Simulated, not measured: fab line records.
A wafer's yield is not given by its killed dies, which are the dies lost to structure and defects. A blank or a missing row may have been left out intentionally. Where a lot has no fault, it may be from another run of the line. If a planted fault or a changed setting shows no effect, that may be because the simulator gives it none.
fab line records	flow n5Finfet
record lots=5	wafers=14	lastDay=19
route steps=1938 shown BEOL_M8@1332
lots that met no fault: from a run of the same line without faults
startH: start of the lot's first displayed wafer, in hours after the record's first day	waitH: hours from the lot's prior step to this one	" the same as in the row above	L1.1+2: one row covering several wafers at once	- no value, or no start was given	* or withheld: withheld	< > ~ a bound
route shown NAME@n: NAME is a module with steps in the file, n the number in the route of the first one	usual: the fault-free wafers' mean and standard deviation	same: alike in all rows	chamber/n: place in a boat	sites: each site's reading	_std_site: the standard deviation of these	_edge_site: inner sites' mean taken away from outer sites' mean	radiusMm: how far each site lies from the wafer's centre	mask NAME#n: copy n	behind: tool/chamber where the wafer was last shaped	hold: cause of the lot's hold/its duration in hours/its outcome	device: transistor that didn't switch, given as n, p or np	end of line: the same wafers' tests at the end of the route	a step given without rows: its recipe and nothing more	killed: at the first sort, the dies lost to defects and structure; wafer yield is something else	map: dies across one wafer; x = killed, . = not, _ = none there
set.NAME: setting as actually run; set.NAME@STEP: the setting as run at that earlier step	model.NAME: the simulator's own value behind a step, which no gauge read
lots at some steps of the route; a table a step, a row a wafer
services: the hour from which a tool's chamber was out of use, counted from the record's first day as startH (under 0 if before that day), plus the number of hours and why
## steps
# step N5_BEOL_M8_ILD_DEP_00
# recipe material=SiCOH_lowk	targetThkA=1797.5	tempC=300	precursor=DEMS/porogen	pressureTorr=5	rfW=500	timeS=33.4
# step N5_BEOL_M8_CURE_74
# recipe tempC=385	timeS=240	ambient=He/Ar	material=SiCOH_lowk
# usual lampPowerPct=52.31/0.05	wafer_temp_C_max=386.9/0.86
lot.wafer	tool	chamber	startH	waitH	lampPowerPct	wafer_temp_C_max
L322.1	uvCure-01	0	247.44	0.0	52.29	386.6
L322.4	"	0	"	"	52.31	386.8
L322.6	"	0	"	"	52.23	388.7
L325.3	uvCure-03	1	276.12	0.2	52.24	388.1
L325.6	"	1	"	"	52.37	387.7
L334.1	uvCure-01	1	320.58	0.1	52.22	387.9
L334.2	"	1	"	"	52.37	388.2
L334.3	"	1	"	"	52.34	387.7
L340.3	uvCure-01	0	364.94	0.2	52.31	387.6
L340.5	"	0	"	"	52.33	387.3
L340.6	"	0	"	"	52.28	386.7
L336.1	uvCure-02	1	367.50	0.1	52.24	387.9
L336.3	"	1	"	"	52.36	387.4
L336.5	"	1	"	"	52.27	387.8
# step N5_BEOL_M8_THK_MEAS_01
# recipe reads=SiCOH_lowk_of_BEOL_M8_ILD_DEP_00
# usual M8_ILD_THK=154.9/1.9
lot.wafer	tool	chamber	startH	waitH	M8_ILD_THK[nm]
L322.1	filmMetro-02	-	248.44	0.8	152.8
L322.4	"	-	"	"	157.5
L322.6	"	-	"	"	155.5
L325.3	filmMetro-02	-	276.47	0.3	153.0
L325.6	"	-	"	"	156.7
L334.1	filmMetro-01	-	321.09	0.4	153.7
L334.2	"	-	"	"	155.2
L334.3	"	-	"	"	155.9
L340.3	filmMetro-02	-	365.30	0.3	151.7
L340.5	"	-	"	"	155.9
L340.6	"	-	"	"	153.4
L336.1	filmMetro-02	-	368.01	0.4	151.0
L336.3	"	-	"	"	154.3
L336.5	"	-	"	"	153.5
# step N5_BEOL_M8_PECVD_70
# recipe material=SiO2	targetThkA=200	tempC=400	precursor=TEOS/O2	pressureTorr=5.5	rfW=450	teosFlowSccm=53.8	gas=O2	flowSccm=3000	timeS=22.7
# step N5_BEOL_M8_HM_DEP_02
# recipe material=TiN	targetThkA=200	tempC=25	chamberPressurePa=0.49996
# usual throttleValvePct=29.5/1.6
lot.wafer	tool	chamber	startH	waitH	throttleValvePct
L322.1	pvdSputter-03	-	249.10	0.6	32.2
L322.4	"	-	"	"	27.4
L322.6	"	-	"	"	28.4
L325.3	pvdSputter-02	-	278.76	2.2	30.8
L325.6	"	-	"	"	31.0
L334.1	pvdSputter-02	-	322.27	1.1	31.2
L334.2	"	-	"	"	29.2
L334.3	"	-	"	"	31.0
L340.3	pvdSputter-02	-	366.87	1.5	26.8
L340.5	"	-	"	"	27.3
L340.6	"	-	"	"	29.2
L336.1	pvdSputter-01	-	370.53	2.5	30.9
L336.3	"	-	"	"	29.1
L336.5	"	-	"	"	29.0
# step N5_BEOL_M8_COAT_59
# recipe resist=SOC	tempC=250	timeS=60	spinRpm=1500	resistThkNm=100
# step N5_BEOL_M8_COAT_60
# recipe resist=SiARC	tempC=220	timeS=60	spinRpm=1500	resistThkNm=35
# step N5_BEOL_M8_COAT_05
# recipe resist=CAR-ArF	spinRpm=1500	resistThkNm=90
# step N5_BEOL_M8_EBR_07
# recipe solvent=PGMEA	ebrWidthMm=1.5
# step N5_BEOL_M8_SOFTBAKE_06
# recipe tempC=110	timeS=60	resist=CAR-ArF
# step N5_BEOL_M8_EXPOSE_08
# recipe maskId=M8	na=1.35	sourceShape=dipole	sigmaInner=0.817	sigmaOuter=0.97	polarization=te	doseMj=68.25
# step N5_BEOL_M8_PEB_09
# recipe pebTempC=withheld	pebTimeS=60	resist=CAR-ArF
# step N5_BEOL_M8_DEVELOP_10
# recipe developTimeS=30	developer=TMAH	resist=CAR-ArF	rinseLiquid=diw	dry=airSpin	devTempC=23
lot.wafer	tool	chamber	startH	waitH
L322.1+4+6	lithoTrack-04	0	249.54	-
L325.3+6	lithoTrack-03	0	279.08	-
L334.1+2+3	lithoTrack-04	0	322.59	-
L340.3+5+6	lithoTrack-03	0	367.31	-
L336.1+3+5	lithoTrack-04	0	370.97	-
# step N5_BEOL_M8_CD_MEAS_11
# recipe targetCdNm=38.5	landingEnergyEv=500	detector=seInlens	polarity=opening
# usual cdNm=38.4/0.42
lot.wafer	tool	chamber	startH	waitH	cdNm
L322.1	cdSem-03	0	249.60	-	37.8
L322.4	"	0	"	"	38.0
L322.6	"	0	"	"	37.9
L325.3	cdSem-01	0	279.14	-	38.1
L325.6	"	0	"	"	37.7
L334.1	cdSem-02	0	322.65	-	38.1
L334.2	"	0	"	"	38.7
L334.3	"	0	"	"	38.6
L340.3	cdSem-02	0	367.37	-	38.7
L340.5	"	0	"	"	38.2
L340.6	"	0	"	"	38.8
L336.1	cdSem-02	0	371.03	-	39.1
L336.3	"	0	"	"	39.1
L336.5	"	0	"	"	38.8
# step N5_BEOL_M8_OVL_MEAS_12
# recipe pointsPerWafer=44
# usual M8_OVL=-0.5/0.67
lot.wafer	tool	chamber	startH	waitH	M8_OVL[nm]
L322.1	overlay-02	0	249.63	0.0	0.5
L322.4	"	0	"	"	-0.7
L322.6	"	0	"	"	-1.2
L325.3	overlay-02	0	279.16	0.0	-0.5
L325.6	"	0	"	"	-0.5
L334.1	overlay-01	0	322.68	0.0	0.1
L334.2	"	0	"	"	-1.4
L334.3	"	0	"	"	-0.4
L340.3	overlay-02	0	367.39	0.0	-0.8
L340.5	"	0	"	"	-0.8
L340.6	"	0	"	"	-1.0
L336.1	overlay-01	0	371.06	0.0	-1.0
L336.3	"	0	"	"	-1.1
L336.5	"	0	"	"	-1.4
# step N5_BEOL_M8_INSPECT_13
# recipe mode=adi	inspectInstrument=brightfield
# usual rawDefectCount=468/100
lot.wafer	tool	chamber	startH	waitH	rawDefectCount
L322.1	defectInspect-01	-	249.65	0.0	484
L322.4	"	-	"	"	417
L322.6	"	-	"	"	482
L325.3	defectInspect-01	-	279.19	0.0	517
L325.6	"	-	"	"	432
L334.1	defectInspect-02	-	322.70	0.0	355
L334.2	"	-	"	"	393
L334.3	"	-	"	"	458
L340.3	defectInspect-01	-	367.42	0.0	402
L340.5	"	-	"	"	373
L340.6	"	-	"	"	376
L336.1	defectInspect-02	-	371.09	0.0	527
L336.3	"	-	"	"	359
L336.5	"	-	"	"	322
# step N5_BEOL_M8_DESCUM_16
# recipe chemistry=O2	timeS=7.9	sourcePowerW=50	biasPowerW=20	pressureMtorr=20	rfFrequencyHz=2.712e+07	tempC=40	resist=CAR-ArF	o2FlowSccm=225
# usual chamberPressureMTorr=20.001/0.019	drypumpMotorCurrentA=5.7/0.43	oesProductAu=0.81/0.094	rfVppV=242.5/1.4	showerheadPlenumPTorr=2.06/0.067	throttleValvePct=20.48/0.23
lot.wafer	tool	chamber	startH	waitH	chamberPressureMTorr	drypumpMotorCurrentA	oesProductAu	rfHoursCounterH	rfVppV	showerheadPlenumPTorr	throttleValvePct
L322.1	rieDiel-06	3	252.22	2.6	20.050	4.9	0.96	14	243.0	2.05	20.61
L322.4	"	1	"	"	20.012	5.8	0.73	172	240.5	1.99	20.61
L322.6	"	1	"	"	19.970	5.8	0.74	-	241.9	1.99	20.63
L325.3	rieDiel-05	1	279.30	0.1	19.992	6.5	0.70	242	240.6	1.99	20.74
L325.6	"	0	"	"	19.997	6.4	0.89	-	242.0	2.05	20.00
L334.1	rieDiel-06	1	323.81	1.1	20.015	5.8	0.72	192	241.3	1.99	20.64
L334.2	"	2	"	"	19.999	5.5	0.76	155	243.4	2.09	20.32
L334.3	"	0	"	"	20.025	5.7	0.86	50	241.7	2.04	20.40
L340.3	rieDiel-05	0	367.45	0.0	20.011	6.4	0.83	75	240.8	2.04	20.05
L340.5	"	3	"	"	19.996	5.4	0.95	-	243.2	2.05	20.56
L340.6	"	2	"	"	19.993	6.3	0.68	-	242.6	2.06	20.69
L336.1	rieDiel-03	1	371.12	0.0	19.996	5.5	0.86	59	242.1	2.04	20.66
L336.3	"	3	"	"	20.000	5.3	0.90	28	243.3	2.05	20.14
L336.5	"	0	"	"	19.988	5.7	0.68	-	239.5	1.97	20.74
# step N5_BEOL_M8_ETCH_61
# recipe chemistry=CF4	target=SiARC	targetDepthA=455	maskMaterial=CAR-ArF	timeS=75.8	ionEnergyEv=80	pressureMtorr=40	sourceW=545	biasW=36	Ar_flow_sccm=100	cf4FlowSccm=100	ends=cleared
# usual chamberPressureMTorr=40.00/0.067	drypumpMotorCurrentA=5.7/0.43	etchRfOnTimeS=75.3/1.3	oesProductAu=0.69/0.08	rfVppV=183.7/1.1	showerheadPlenumPTorr=2.11/0.065	throttleValvePct=15.64/0.25
lot.wafer	tool	chamber	startH	waitH	chamberPressureMTorr	drypumpMotorCurrentA	etchRfOnTimeS	oesProductAu	rfHoursCounterH	rfVppV	showerheadPlenumPTorr	throttleValvePct	model.BEOL_M8.cdOffsetNm
L322.1	rieDiel-06	3	252.26	0.0	39.96	4.9	73.1	0.82	14	184.1	2.10	15.67	-0.2
L322.4	"	1	"	"	40.00	5.8	76.1	0.63	172	182.6	2.05	15.86	-0.2
L322.6	"	1	"	"	40.07	5.8	75.9	0.64	-	183.0	2.05	15.86	-0.6
L325.3	rieDiel-05	1	279.34	0.0	40.04	6.5	74.9	0.60	242	183.2	2.03	15.91	-0.2
L325.6	"	0	"	"	39.99	6.5	73.5	0.76	-	183.0	2.09	15.11	-1
L334.1	rieDiel-06	1	323.84	0.0	40.00	5.8	76.0	0.62	192	182.9	2.04	15.89	0
L334.2	"	2	"	"	39.99	5.6	76.0	0.65	155	184.9	2.14	15.53	0.4
L334.3	"	0	"	"	39.95	5.7	74.4	0.74	50	182.8	2.09	15.57	0
L340.3	rieDiel-05	0	367.49	0.0	39.93	6.5	74.1	0.71	75	183.4	2.08	15.17	0.2
L340.5	"	3	"	"	39.99	5.4	73.6	0.81	-	183.9	2.10	15.67	-0.2
L340.6	"	2	"	"	40.01	6.2	76.3	0.59	-	184.6	2.11	15.89	0
L336.1	rieDiel-03	1	371.16	0.0	40.04	5.5	74.3	0.73	59	184.3	2.08	15.69	0.8
L336.3	"	3	"	"	39.97	5.3	76.4	0.76	28	184.2	2.10	15.28	0.2
L336.5	"	0	"	"	40.02	5.7	77.7	0.57	-	180.7	2.03	15.98	0
# step N5_BEOL_M8_ETCH_62
# recipe chemistry=N2/H2	target=SOC	targetDepthA=1100	overetchA=220	maskMaterial=SiARC	tempC=40	timeS=165	ionEnergyEv=200	pressureMtorr=30	sourceW=840	biasW=150	n2FlowSccm=200	h2FlowSccm=200
# usual chamberPressureMTorr=30.003/0.028	drypumpMotorCurrentA=5.7/0.43	oesProductAu=0.69/0.074	rfVppV=522.9/2.4	showerheadPlenumPTorr=2.50/0.081	throttleValvePct=17.91/0.25
lot.wafer	tool	chamber	startH	waitH	chamberPressureMTorr	drypumpMotorCurrentA	oesProductAu	rfHoursCounterH	rfVppV	showerheadPlenumPTorr	throttleValvePct
L322.1	rieDiel-06	3	252.31	0.0	29.985	4.9	0.80	14	523.5	2.49	18.02
L322.4	"	1	"	"	29.970	5.8	0.63	172	519.8	2.43	18.02
L322.6	"	1	"	"	30.023	5.8	0.63	-	520.4	2.43	18.03
L325.3	rieDiel-05	1	279.40	0.0	30.046	6.5	0.59	242	519.6	2.41	18.20
L325.6	"	0	"	"	30.043	6.4	0.74	-	521.9	2.48	17.37
L334.1	rieDiel-06	1	323.90	0.0	30.006	5.8	0.61	192	520.5	2.42	18.05
L334.2	"	2	"	"	30.032	5.5	0.64	155	523.2	2.55	17.89
L334.3	"	0	"	"	30.029	5.7	0.72	50	521.1	2.48	17.77
L340.3	rieDiel-05	0	367.54	0.0	29.992	6.4	0.70	75	521.5	2.47	17.43
L340.5	"	3	"	"	30.027	5.4	0.79	-	522.6	2.49	17.95
L340.6	"	2	"	"	30.030	6.3	0.58	-	521.8	2.50	18.12
L336.1	rieDiel-03	1	371.21	0.0	30.070	5.5	0.72	59	522.0	2.47	18.01
L336.3	"	3	"	"	30.019	5.3	0.77	28	523.3	2.49	17.51
L336.5	"	0	"	"	29.923	5.7	0.59	-	520.1	2.40	18.30
# step N5_BEOL_M8_STRIP_68
# recipe chemistry=N2/H2	tempC=40	n2FlowSccm=200	h2FlowSccm=200	rfFrequencyHz=6e+07
# step N5_BEOL_M8_STRIP_67
# recipe chemistry=CF4	resist=SiARC	powerW=300	biasPowerW=75	pressureMtorr=50	cf4FlowSccm=150	rfFrequencyHz=6e+07
# step N5_BEOL_M8_HM_OPEN_17
# recipe chemistry=Cl2/BCl3	targetDepthA=200	overetchA=60	target=TiN	maskMaterial=SOC	ionEnergyEv=150	pressureMtorr=10	icpW=1000	biasW=126	Cl2_flow_sccm=53.25	bcl3FlowSccm=21.75	Ar_flow_sccm=25
# usual chamberPressureMTorr=10.000/0.0088	drypumpMotorCurrentA=5.87/0.27	oesProductAu=0.68/0.1	throttleValvePct=22.06/0.21
lot.wafer	tool	chamber	startH	waitH	chamberPressureMTorr	drypumpMotorCurrentA	oesProductAu	rfHoursCounterH	throttleValvePct	model.BEOL_M8.cdOffsetNm
L322.1	rieMetal-03	0	252.50	0.0	9.994	6.04	0.74	21	22.22	-0.2
L322.4	"	0	"	"	10.004	6.05	0.74	-	22.24	-0.4
L322.6	"	0	"	"	10.005	5.99	0.73	-	22.22	-0.8
L325.3	rieMetal-02	1	279.61	0.1	10.007	5.33	0.80	-	22.34	0.2
L325.6	"	1	"	"	9.997	5.34	0.80	-	22.34	-0.6
L334.1	rieMetal-01	0	324.08	0.0	10.023	5.92	0.59	73	22.11	0
L334.2	"	1	"	"	9.998	6.16	0.81	5	21.92	0
L334.3	"	1	"	"	9.981	6.17	0.81	-	21.92	0
L340.3	rieMetal-01	1	367.76	0.1	9.985	6.13	0.77	-	21.92	0.4
L340.5	"	0	"	"	9.991	5.92	0.58	-	22.13	0
L340.6	"	1	"	"	10.000	6.13	0.77	-	21.91	0
L336.1	rieMetal-01	1	371.47	0.1	10.010	6.17	0.76	11	21.92	0.8
L336.3	"	1	"	"	10.000	6.19	0.77	-	21.90	0.2
L336.5	"	0	"	"	9.988	5.89	0.57	-	22.14	0.2
# step N5_BEOL_M8_STRIP_19
# recipe chemistry=O2	powerW=400	tempC=40	pressureMtorr=30	rfFrequencyHz=6e+07	biasPowerW=0	overashFraction=0.2	o2FlowSccm=225
# usual chamberPressureMTorr=30.00/0.036	drypumpMotorCurrentA=5.6/0.39	oesProductAu=0.82/0.089	rfVppV=3.6/0.58	showerheadPlenumPTorr=2.07/0.067	throttleValvePct=16.71/0.2
lot.wafer	tool	chamber	startH	waitH	chamberPressureMTorr	drypumpMotorCurrentA	oesProductAu	rfHoursCounterH	rfVppV	showerheadPlenumPTorr	throttleValvePct
L322.1	rieDiel-03	2	252.71	0.2	30.00	5.8	0.86	59	3.7	2.22	16.56
L322.4	"	3	"	"	29.96	5.3	0.67	242	3.7	2.06	16.70
L322.6	"	3	"	"	30.01	5.3	0.68	-	2.9	2.06	16.71
L325.3	rieDiel-03	2	279.69	0.1	30.05	5.8	0.85	71	4.0	2.21	16.56
L325.6	"	1	"	"	29.98	5.5	0.92	-	3.3	2.06	16.80
L334.1	rieDiel-06	0	324.47	0.4	30.03	5.7	0.86	51	4.0	2.04	16.61
L334.2	"	3	"	"	29.98	4.9	0.90	41	3.3	2.05	16.84
L334.3	"	2	"	"	30.00	5.5	0.75	155	3.1	2.09	16.55
L340.3	rieDiel-06	2	367.85	0.1	29.99	5.5	0.74	171	2.6	2.09	16.59
L340.5	"	0	"	"	30.00	5.7	0.84	-	3.9	2.04	16.64
L340.6	"	1	"	"	29.93	5.8	0.71	-	3.4	1.99	16.94
L336.1	rieDiel-05	0	371.58	0.1	30.01	6.5	0.83	77	3.2	2.04	16.33
L336.3	"	1	"	"	29.99	6.5	0.90	21	3.5	2.24	16.59
L336.5	"	0	"	"	29.96	6.4	0.83	-	4.0	2.04	16.31
## services
tool	chamber	startH	hours	kind
rieDiel-05	-	223.81	28.1	pm
rieMetal-03	1	246.75	18.7	repair
rieDiel-05	1	267.39	5.0	repair
rieDiel-03	3	270.33	-	clean
rieDiel-03	3	270.33	-	consumableReplace:focusRing
rieDiel-03	3	270.33	20.3	scheduledDown
uvCure-03	-	277.14	5.8	repair
uvCure-01	-	279.71	2.1	pm
rieDiel-05	1	299.46	2.0	repair
rieDiel-06	1	299.65	16.4	repair
rieDiel-05	1	303.94	-	clean
rieDiel-05	1	303.94	-	consumableReplace:focusRing
rieDiel-05	1	303.94	-	consumableReplace:showerhead
rieDiel-05	1	303.94	18.2	scheduledDown
rieDiel-05	1	303.94	18.2	ventCycle
rieDiel-03	-	322.24	2.8	pm
rieDiel-05	3	322.39	-	clean
rieDiel-05	3	322.39	-	consumableReplace:focusRing
rieDiel-05	3	322.39	28.0	scheduledDown
rieDiel-05	3	322.39	28.0	ventCycle
rieMetal-01	0	332.37	4.0	repair
uvCure-02	-	344.14	2.8	pm
rieMetal-02	1	353.84	23.1	repair
pvdSputter-03	-	358.43	1.8	repair
## key
firstSign none at tools or gauges
modelEffect step=N5_BEOL_M8_ETCH_61	value=BEOL_M8.cdOffsetNm	without=0.2	struck=-1
modelEffect step=N5_BEOL_M8_HM_OPEN_17	value=BEOL_M8.cdOffsetNm	without=0.6	struck=-0.6
metAt N5_BEOL_M8_DEVELOP_10
struckWafers L325.6
fault kind=processParameterDrift	tool=lithoTrack-03	chamber=-	onsetH=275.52	steps=N5_BEOL_M8_DEVELOP_10	channel=developTimeS	offset=*	shape=step	endH=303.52	scope=struckWafersOnly	actsIn=*	stated=*
